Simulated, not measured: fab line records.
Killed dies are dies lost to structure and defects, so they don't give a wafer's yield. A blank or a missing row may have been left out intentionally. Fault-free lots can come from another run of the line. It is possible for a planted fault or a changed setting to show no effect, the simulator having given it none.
fab line records	flow n5_finfet	part 1 of 2: steps 1 to 4 of 6
record lots=19	wafers=57	last_day=20
route steps=1938 shown BEOL_M6@1212 BEOL_M7@1264
lots untouched by any fault: they come from a run of this same line in which no faults occurred
start_h: hours from the record's first day to the start of the lot's first wafer shown	wait_h: hours from the lot's prior step to this one	" same as the row above	L1.1+2: one row covering several wafers at once	- value missing, or start not given	* or withheld: withheld	< > ~ a bound
route shown NAME@n: a module of which the file shows steps, and the number in the route of the first	usual: the fault-free wafers' mean and standard deviation	same: alike in all rows	chamber/n: place in a boat	sites: per-site readings	_std_site: the values' standard deviation	_edge_site: the outer-site mean with the inner-site mean subtracted	radius_mm: for every site, how far away it sits from the centre of the wafer	mask NAME#n: copy n	behind: the tool/chamber that last shaped the wafer	hold: what put the lot on hold/how long, in hours/how the hold closed	device: the transistor (n, p or np) that didn't switch	end of line: the same wafers' tests at the end of the route	step lacking rows: just its recipe	killed: not the wafer's yield, but the dies lost to structure and defects at the first sort	map: per-die view of a wafer (x killed, . not killed, _ where there is no die)
set.NAME: the run value of the setting; set.NAME@STEP: its run value at that earlier step	model.NAME: the simulator's own value behind a step, which no gauge read
route steps across a sampled set of lots; one table per step, one row per wafer
services: a tool's chamber out of use, with start hour (start_h, from the record's first day; less than 0 if before it), hours out, and reason
## steps
# step N5_BEOL_M6_ETCH_62
# recipe chemistry=N2/H2	target=SOC	target_depth_a=1100	overetch_a=220	mask_material=SiARC	temp_c=40	time_s=165	ion_energy_ev=200	pressure_mtorr=30	source_w=840	bias_w=150	n2_flow_sccm=200	h2_flow_sccm=200
# usual chamber_pressure_mTorr=29.997/0.025	drypump_motor_current_A=5.50/0.22	oes_product_au=0.66/0.06	rf_vpp_V=523.7/2.3	showerhead_plenum_p_Torr=2.53/0.081	throttle_valve_pct=17.83/0.22
# same time_s=165
lot.wafer	tool	chamber	start_h	wait_h	chamber_pressure_mTorr	drypump_motor_current_A	oes_product_au	rf_hours_counter_h	rf_vpp_V	showerhead_plenum_p_Torr	throttle_valve_pct
L075.1	rie_diel-05	3	210.04	0.0	30.009	5.61	0.75	44	524.3	2.59	17.65
L075.5	"	1	"	"	29.989	5.57	0.80	-	526.1	2.60	17.77
L075.6	"	0	"	"	29.963	5.10	0.63	-	526.0	2.63	18.10
L076.2	rie_diel-06	0	226.32	0.0	29.966	5.53	0.61	197	519.5	2.41	18.01
L076.3	"	2	"	"	29.990	5.27	0.60	209	523.6	2.52	17.66
L076.5	"	2	"	"	30.051	5.28	0.61	-	521.9	2.52	17.65
L077.4	rie_diel-05	3	230.42	0.0	30.008	5.61	0.74	51	525.9	2.58	17.66
L077.5	"	2	"	"	29.981	5.94	0.61	-	524.6	2.51	17.68
L077.6	"	3	"	"	30.039	5.59	0.74	-	526.1	2.58	17.66
L079.3	rie_diel-06	3	235.70	0.0	30.030	5.33	0.65	146	525.3	2.55	18.02
L079.5	"	1	"	"	30.000	5.88	0.66	-	525.0	2.56	17.50
L079.6	"	0	"	"	30.010	5.52	0.62	-	520.6	2.41	18.00
L078.1	rie_diel-05	1	235.88	0.0	30.000	5.52	0.78	17	525.0	2.60	17.78
L078.2	"	2	"	"	29.999	5.89	0.60	218	521.8	2.51	17.68
L078.6	"	1	"	"	29.977	5.53	0.77	-	524.9	2.60	17.78
L081.2	rie_diel-03	0	236.76	0.0	29.971	5.45	0.61	184	522.1	2.53	17.77
L081.5	"	2	"	"	30.009	5.61	0.62	-	519.3	2.33	17.87
L081.6	"	1	"	"	29.986	5.48	0.73	-	524.3	2.57	17.46
L082.2	rie_diel-03	1	240.99	0.0	29.951	5.49	0.72	62	526.6	2.57	17.46
L082.4	"	0	"	"	30.019	5.45	0.61	185	525.3	2.53	17.78
L082.5	"	1	"	"	29.975	5.45	0.73	-	525.9	2.57	17.46
L080.3	rie_diel-03	2	251.41	0.0	30.042	5.60	0.62	170	517.8	2.33	17.85
L080.4	"	3	"	"	30.018	5.33	0.70	71	524.5	2.57	17.98
L080.6	"	3	"	"	30.037	5.31	0.70	-	522.0	2.57	18.01
L083.2	rie_diel-05	3	270.30	0.0	29.980	5.59	0.73	63	526.1	2.58	17.67
L083.5	"	1	"	"	30.005	5.55	0.76	-	524.4	2.60	17.81
L083.6	"	2	"	"	29.962	5.90	0.60	-	523.2	2.51	17.70
L085.1	rie_diel-06	0	297.05	0.0	29.987	5.55	0.61	225	519.6	2.40	18.05
L085.2	"	3	"	"	29.985	5.33	0.64	172	522.8	2.54	18.07
L085.5	"	0	"	"	30.036	5.55	0.60	-	521.7	2.40	18.04
L086.2	rie_diel-03	1	306.48	0.0	30.048	5.41	0.71	78	525.4	2.56	17.51
L086.4	"	0	"	"	29.974	5.42	0.60	205	523.0	2.53	17.82
L086.6	"	0	"	"	30.040	5.43	0.60	-	524.2	2.53	17.81
L087.2	rie_diel-06	1	307.08	0.0	30.021	5.85	0.63	133	523.9	2.55	17.57
L087.5	"	2	"	"	30.009	5.28	0.59	-	524.1	2.51	17.69
L087.6	"	0	"	"	30.031	5.54	0.60	-	519.7	2.40	18.04
L088.1	rie_diel-03	2	326.88	0.0	29.962	5.61	0.60	197	518.0	2.32	17.91
L088.2	"	1	"	"	30.002	5.44	0.70	89	525.0	2.56	17.51
L088.4	"	3	"	"	29.974	5.30	0.68	-	525.1	2.56	18.06
L090.2	rie_diel-05	0	344.69	0.0	29.952	5.13	0.60	214	526.4	2.62	18.18
L090.4	"	0	"	"	29.998	5.12	0.61	-	525.6	2.62	18.19
L090.6	"	1	"	"	30.025	5.54	0.72	-	525.4	2.58	17.84
L092.3	rie_diel-05	1	353.51	0.0	30.008	5.58	0.72	57	524.2	2.58	17.84
L092.4	"	0	"	"	30.007	5.12	0.60	-	525.4	2.62	18.19
L092.5	"	1	"	"	29.974	5.59	0.72	-	524.7	2.58	17.85
L093.1	rie_diel-06	0	357.61	0.0	29.980	5.50	0.59	250	519.8	2.39	18.09
L093.2	"	2	"	"	30.007	5.26	0.58	245	522.5	2.50	17.69
L093.5	"	0	"	"	29.973	5.51	0.59	-	519.3	2.39	18.08
L091.2	rie_diel-05	1	359.54	0.0	30.038	5.57	0.71	59	524.2	2.58	17.85
L091.4	"	1	"	"	29.996	5.56	0.72	-	524.6	2.58	17.84
L091.6	"	3	"	"	30.017	5.61	0.70	-	524.4	2.57	17.75
L097.1	rie_diel-05	3	373.08	0.0	29.968	5.60	0.69	102	523.3	2.56	17.76
L097.4	"	1	"	"	30.008	5.56	0.71	66	525.1	2.58	17.89
L097.6	"	1	"	"	30.032	5.56	0.70	-	524.1	2.58	17.86
L096.1	rie_diel-05	2	379.44	0.0	29.986	5.91	0.81	5	522.2	2.50	17.30
L096.4	"	1	"	"	30.034	5.51	0.70	68	524.1	2.58	17.89
L096.6	"	1	"	"	30.040	5.58	0.71	-	525.4	2.58	17.87
# step N5_BEOL_M6_VIA_ETCH_34
# recipe chemistry=C4F6/O2	target=SiCOH_lowk	target_depth_a=1263	mask_material=SOC	taper_deg=4	time_s=50.9	ion_energy_ev=250	pressure_mtorr=30	source_w=345	bias_w=185	Ar_flow_sccm=300	C4F6_flow_sccm=10	O2_flow_sccm=10
# usual chamber_pressure_mTorr=30.001/0.027	drypump_motor_current_A=5.47/0.21	oes_ar_750_au=0.77/0.064	oes_product_au=0.77/0.069	rf_vpp_V=667/4.9	showerhead_plenum_p_Torr=2.84/0.082	throttle_valve_pct=20.90/0.23
# same time_s=50.9
lot.wafer	tool	chamber	start_h	wait_h	chamber_pressure_mTorr	drypump_motor_current_A	oes_ar_750_au	oes_product_au	rf_hours_counter_h	rf_vpp_V	showerhead_plenum_p_Torr	throttle_valve_pct
L075.1	rie_diel-06	2	212.16	0.0	30.015	5.29	0.72	0.71	204	671	2.83	20.68
L075.5	"	2	"	"	29.962	5.29	0.71	0.71	-	673	2.83	20.70
L075.6	"	1	"	"	29.981	5.85	0.79	0.79	-	667	2.88	20.53
L076.2	rie_diel-03	2	229.20	0.0	29.960	5.61	0.73	0.73	163	659	2.62	20.95
L076.3	"	3	"	"	30.009	5.26	0.83	0.84	64	668	2.88	21.11
L076.5	"	0	"	"	29.969	5.48	0.73	0.72	-	665	2.84	20.88
L077.4	rie_diel-06	0	234.01	0.0	30.024	5.55	0.73	0.72	199	665	2.71	21.11
L077.5	"	1	"	"	30.000	5.86	0.78	0.79	-	669	2.88	20.55
L077.6	"	0	"	"	30.067	5.57	0.73	0.72	-	665	2.72	21.11
L079.3	rie_diel-03	0	240.62	0.0	30.034	5.45	0.72	0.71	185	665	2.83	20.88
L079.5	"	0	"	"	29.970	5.44	0.72	0.72	-	666	2.83	20.87
L079.6	"	3	"	"	30.020	5.26	0.83	0.83	-	667	2.87	21.11
L078.1	rie_diel-05	3	240.81	0.0	30.019	5.58	0.87	0.87	52	667	2.89	20.77
L078.2	"	2	"	"	30.030	5.91	0.71	0.69	218	676	2.83	20.83
L078.6	"	1	"	"	30.005	5.51	0.92	0.92	-	672	2.90	20.76
L081.2	rie_diel-06	3	241.59	0.0	29.996	5.34	0.78	0.77	148	672	2.85	21.05
L081.5	"	1	"	"	30.055	5.87	0.78	0.78	-	668	2.88	20.53
L081.6	"	0	"	"	29.964	5.54	0.72	0.73	-	664	2.71	21.12
L082.2	rie_diel-06	2	241.99	0.0	29.966	5.30	0.70	0.71	213	673	2.82	20.72
L082.4	"	1	"	"	29.989	5.87	0.77	0.78	106	668	2.88	20.53
L082.5	"	0	"	"	29.972	5.53	0.73	0.73	-	665	2.71	21.11
L080.3	rie_diel-06	0	261.06	0.0	29.961	5.53	0.72	0.72	209	664	2.71	21.11
L080.4	"	3	"	"	30.032	5.32	0.77	0.76	156	672	2.85	21.05
L080.6	"	2	"	"	29.977	5.28	0.71	0.71	-	672	2.82	20.70
L083.2	rie_diel-03	3	275.15	0.0	30.011	5.26	0.82	0.82	77	668	2.87	21.12
L083.5	"	0	"	"	29.986	5.45	0.71	0.70	-	667	2.83	20.91
L083.6	"	1	"	"	29.999	5.43	0.84	0.84	-	673	2.88	20.53
L085.1	rie_diel-05	1	302.21	0.0	30.018	5.56	0.87	0.88	38	669	2.89	20.81
L085.2	"	3	"	"	29.981	5.57	0.85	0.84	73	667	2.88	20.81
L085.5	"	2	"	"	29.999	5.91	0.69	0.68	-	673	2.82	20.84
L086.2	rie_diel-03	1	307.77	0.0	29.998	5.45	0.83	0.83	79	674	2.87	20.54
L086.4	"	0	"	"	30.008	5.47	0.70	0.69	206	666	2.83	20.91
L086.6	"	1	"	"	29.979	5.48	0.83	0.83	-	674	2.87	20.53
L087.2	rie_diel-06	0	308.38	0.0	30.009	5.53	0.70	0.70	230	665	2.70	21.16
L087.5	"	2	"	"	30.068	5.27	0.69	0.70	-	672	2.82	20.74
L087.6	"	1	"	"	29.986	5.90	0.75	0.76	-	669	2.87	20.58
L088.1	rie_diel-06	0	327.97	0.0	29.996	5.56	0.70	0.69	239	664	2.70	21.16
L088.2	"	3	"	"	29.998	5.34	0.75	0.74	178	669	2.84	21.08
L088.4	"	1	"	"	30.047	5.84	0.75	0.74	143	668	2.86	20.58
L090.2	rie_diel-05	3	346.55	0.0	29.980	5.61	0.83	0.83	90	668	2.88	20.84
L090.4	"	0	"	"	30.006	5.11	0.72	0.70	-	660	2.92	21.25
L090.6	"	3	"	"	29.987	5.60	0.82	0.82	-	667	2.88	20.84
L092.3	rie_diel-05	3	356.58	0.0	29.981	5.60	0.81	0.82	94	666	2.87	20.85
L092.4	"	1	"	"	29.999	5.52	0.84	0.86	-	673	2.88	20.85
L092.5	"	3	"	"	30.000	5.60	0.82	0.82	-	667	2.87	20.84
L093.1	rie_diel-05	0	362.59	0.0	29.979	5.11	0.71	0.69	222	660	2.92	21.27
L093.2	"	3	"	"	29.961	5.58	0.82	0.81	98	666	2.87	20.85
L093.5	"	1	"	"	30.023	5.59	0.84	0.85	-	670	2.88	20.84
L091.2	rie_diel-03	0	362.89	0.0	29.960	5.43	0.69	0.69	216	666	2.82	20.94
L091.4	"	3	"	"	30.012	5.31	0.77	0.79	109	663	2.85	21.17
L091.6	"	2	"	"	29.991	5.59	0.70	0.70	-	657	2.60	21.01
L097.1	rie_diel-05	2	374.43	0.0	30.038	5.88	0.95	0.98	3	675	2.81	20.53
L097.4	"	1	"	"	29.991	5.54	0.84	0.85	66	671	2.88	20.85
L097.6	"	3	"	"	29.975	5.60	0.81	0.82	-	666	2.87	20.85
L096.1	rie_diel-03	0	380.87	0.0	29.983	5.45	0.69	0.69	222	666	2.82	20.92
L096.4	"	2	"	"	29.983	5.62	0.70	0.69	-	657	2.60	21.02
L096.6	"	3	"	"	29.964	5.30	0.77	0.78	-	667	2.85	21.18
# step N5_BEOL_M6_ETCH_41
# recipe chemistry=CH3F/O2	target=SiCN	target_depth_a=297	taper_deg=2	time_s=52	ion_energy_ev=120	mask_material=TiN	pressure_mtorr=30	source_w=395	bias_w=75	Ar_flow_sccm=150	CH3F_flow_sccm=30	O2_flow_sccm=20
# usual chamber_pressure_mTorr=30.000/0.03	drypump_motor_current_A=5.47/0.21	oes_product_au=0.77/0.069	rf_vpp_V=297.1/1.5	showerhead_plenum_p_Torr=1.99/0.061	throttle_valve_pct=16.33/0.24
# same time_s=52
lot.wafer	tool	chamber	start_h	wait_h	chamber_pressure_mTorr	drypump_motor_current_A	oes_product_au	rf_hours_counter_h	rf_vpp_V	showerhead_plenum_p_Torr	throttle_valve_pct
L075.1	rie_diel-06	2	-	-	30.009	5.25	0.71	204	296.6	1.99	16.19
L075.5	"	2	"	"	29.990	5.28	0.71	-	297.7	1.99	16.17
L075.6	"	1	"	"	29.926	5.87	0.79	-	297.5	2.02	15.94
L076.2	rie_diel-03	2	-	-	29.972	5.59	0.73	163	293.5	1.83	16.41
L076.3	"	3	"	"	30.046	5.27	0.84	64	297.6	2.02	16.49
L076.5	"	0	"	"	29.986	5.46	0.71	-	296.7	1.99	16.34
L077.4	rie_diel-06	0	-	-	30.008	5.52	0.72	199	295.2	1.90	16.54
L077.5	"	1	"	"	29.973	5.89	0.78	-	297.8	2.02	15.94
L077.6	"	0	"	"	30.003	5.56	0.72	-	294.8	1.90	16.56
L079.3	rie_diel-03	0	-	-	30.017	5.45	0.72	185	297.6	1.99	16.37
L079.5	"	0	"	"	30.046	5.43	0.71	-	297.5	1.99	16.35
L079.6	"	3	"	"	29.980	5.27	0.83	-	296.9	2.02	16.50
L078.1	rie_diel-05	3	-	-	29.987	5.61	0.86	52	299.1	2.03	16.16
L078.2	"	2	"	"	29.982	5.89	0.69	218	297.4	1.99	16.29
L078.6	"	1	"	"	29.978	5.56	0.92	-	298.4	2.04	16.16
L081.2	rie_diel-06	3	-	-	30.004	5.34	0.77	148	296.2	2.00	16.45
L081.5	"	1	"	"	29.965	5.86	0.77	-	297.2	2.02	15.96
L081.6	"	0	"	"	30.039	5.53	0.72	-	297.1	1.90	16.57
L082.2	rie_diel-06	2	-	-	30.041	5.28	0.71	213	297.7	1.98	16.20
L082.4	"	1	"	"	29.974	5.85	0.78	106	297.4	2.02	15.96
L082.5	"	0	"	"	29.973	5.53	0.72	-	294.6	1.90	16.56
L080.3	rie_diel-06	0	-	-	29.996	5.50	0.72	209	295.0	1.90	16.57
L080.4	"	3	"	"	29.983	5.34	0.77	156	296.3	2.00	16.48
L080.6	"	2	"	"	30.017	5.26	0.70	-	296.6	1.98	16.22
L083.2	rie_diel-03	3	-	-	29.968	5.29	0.82	77	297.6	2.02	16.50
L083.5	"	0	"	"	30.042	5.45	0.71	-	297.0	1.99	16.36
L083.6	"	1	"	"	30.019	5.42	0.84	-	298.3	2.02	15.95
L085.1	rie_diel-05	1	-	-	30.022	5.51	0.88	38	297.8	2.03	16.21
L085.2	"	3	"	"	30.013	5.62	0.86	73	297.8	2.03	16.19
L085.5	"	2	"	"	29.994	5.91	0.69	-	295.9	1.98	16.32
L086.2	rie_diel-03	1	-	-	29.990	5.43	0.83	79	296.4	2.02	15.96
L086.4	"	0	"	"	30.033	5.47	0.70	206	297.9	1.98	16.39
L086.6	"	1	"	"	30.019	5.44	0.84	-	297.7	2.02	15.95
L087.2	rie_diel-06	0	-	-	30.006	5.54	0.70	231	296.2	1.89	16.61
L087.5	"	2	"	"	30.024	5.26	0.69	-	296.7	1.98	16.23
L087.6	"	1	"	"	29.958	5.86	0.76	-	298.2	2.01	15.98
L088.1	rie_diel-06	0	-	-	30.038	5.54	0.69	239	295.4	1.89	16.62
L088.2	"	3	"	"	29.982	5.33	0.74	178	295.8	2.00	16.50
L088.4	"	1	"	"	29.953	5.88	0.74	143	297.4	2.01	16.02
L090.2	rie_diel-05	3	-	-	29.993	5.60	0.83	90	297.6	2.02	16.25
L090.4	"	0	"	"	30.004	5.11	0.70	-	299.5	2.06	16.72
L090.6	"	3	"	"	29.957	5.58	0.83	-	298.1	2.02	16.23
L092.3	rie_diel-05	3	-	-	29.968	5.61	0.82	95	300.3	2.02	16.23
L092.4	"	1	"	"	29.985	5.56	0.85	-	298.1	2.03	16.22
L092.5	"	3	"	"	29.970	5.62	0.82	-	297.5	2.02	16.25
L093.1	rie_diel-05	0	-	-	30.003	5.10	0.70	223	297.2	2.06	16.73
L093.2	"	3	"	"	29.997	5.60	0.81	98	297.7	2.02	16.25
L093.5	"	1	"	"	30.014	5.55	0.84	-	298.2	2.03	16.23
L091.2	rie_diel-03	0	-	-	29.972	5.44	0.69	216	296.7	1.98	16.39
L091.4	"	3	"	"	30.042	5.30	0.79	109	296.8	2.01	16.59
L091.6	"	2	"	"	30.052	5.61	0.69	-	293.0	1.82	16.49
L097.1	rie_diel-05	2	-	-	29.943	5.89	0.98	3	296.3	1.97	15.89
L097.4	"	1	"	"	29.966	5.55	0.85	66	297.6	2.02	16.26
L097.6	"	3	"	"	30.021	5.61	0.81	-	297.6	2.02	16.25
L096.1	rie_diel-03	0	-	-	29.956	5.45	0.68	222	296.9	1.98	16.43
L096.4	"	2	"	"	29.939	5.60	0.69	-	294.2	1.82	16.51
L096.6	"	3	"	"	29.997	5.29	0.78	-	297.1	2.00	16.58
# step N5_BEOL_M7_CURE_74
# recipe temp_c=385	time_s=240	ambient=He/Ar	material=SiCOH_lowk
# usual lamp_power_pct=52.31/0.052	wafer_temp_C_max=387.1/0.7
# same time_s=240
lot.wafer	tool	chamber	start_h	wait_h	lamp_power_pct	wafer_temp_C_max
L075.1	uv_cure-01	2	215.23	0.0	52.27	386.2
L075.5	"	2	"	"	52.31	386.5
L075.6	"	2	"	"	52.29	386.6
L076.2	uv_cure-02	2	235.70	0.2	52.34	386.5
L076.3	"	2	"	"	52.37	387.2
L076.5	"	2	"	"	52.31	386.5
L077.4	uv_cure-03	2	238.73	0.3	52.25	388.1
L077.5	"	2	"	"	52.26	388.3
L077.6	"	2	"	"	52.31	387.7
L078.1	uv_cure-03	0	244.30	0.0	52.31	387.6
L078.2	"	0	"	"	52.26	387.6
L078.6	"	0	"	"	52.37	387.5
L079.3	uv_cure-01	2	244.34	0.2	52.39	387.0
L079.5	"	2	"	"	52.36	386.8
L079.6	"	2	"	"	52.36	386.2
L081.2	uv_cure-03	0	245.34	0.4	52.38	387.7
L081.5	"	0	"	"	52.23	388.0
L081.6	"	0	"	"	52.31	387.4
L082.2	uv_cure-03	1	245.82	0.3	52.34	387.4
L082.4	"	1	"	"	52.34	386.9
L082.5	"	1	"	"	52.30	386.9
L080.3	uv_cure-02	2	264.42	0.3	52.44	387.4
L080.4	"	2	"	"	52.35	387.2
L080.6	"	2	"	"	52.33	386.6
L083.2	uv_cure-03	0	279.47	0.2	52.28	388.8
L083.5	"	0	"	"	52.22	388.7
L083.6	"	0	"	"	52.33	386.4
L085.1	uv_cure-03	1	307.34	0.0	52.33	386.5
L085.2	"	1	"	"	52.32	386.4
L085.5	"	1	"	"	52.19	386.4
L086.2	uv_cure-02	2	310.66	0.1	52.26	387.0
L086.4	"	2	"	"	52.33	387.2
L086.6	"	2	"	"	52.31	387.6
L087.2	uv_cure-02	1	312.32	0.1	52.33	387.3
L087.5	"	1	"	"	52.33	387.1
L087.6	"	1	"	"	52.27	387.6
L088.1	uv_cure-02	2	332.73	0.0	52.36	387.3
L088.2	"	2	"	"	52.32	387.1
L088.4	"	2	"	"	52.26	386.8
L090.2	uv_cure-03	1	352.03	0.1	52.27	386.7
L090.4	"	1	"	"	52.36	386.0
L090.6	"	1	"	"	52.29	386.9
L092.3	uv_cure-03	0	362.22	0.2	52.26	388.3
L092.4	"	0	"	"	52.35	388.0
L092.5	"	0	"	"	52.34	388.9
L093.1	uv_cure-01	1	367.76	0.0	52.19	387.9
L093.2	"	1	"	"	52.38	387.5
L093.5	"	1	"	"	52.32	388.0
L091.2	uv_cure-03	1	368.40	0.1	52.29	386.4
L091.4	"	1	"	"	52.32	387.3
L091.6	"	1	"	"	52.39	386.6
L097.1	uv_cure-03	1	379.77	0.0	52.30	386.9
L097.4	"	1	"	"	52.28	386.5
L097.6	"	1	"	"	52.25	386.6
L096.1	uv_cure-01	1	384.38	0.2	52.25	388.7
L096.4	"	1	"	"	52.31	387.7
L096.6	"	1	"	"	52.38	388.3
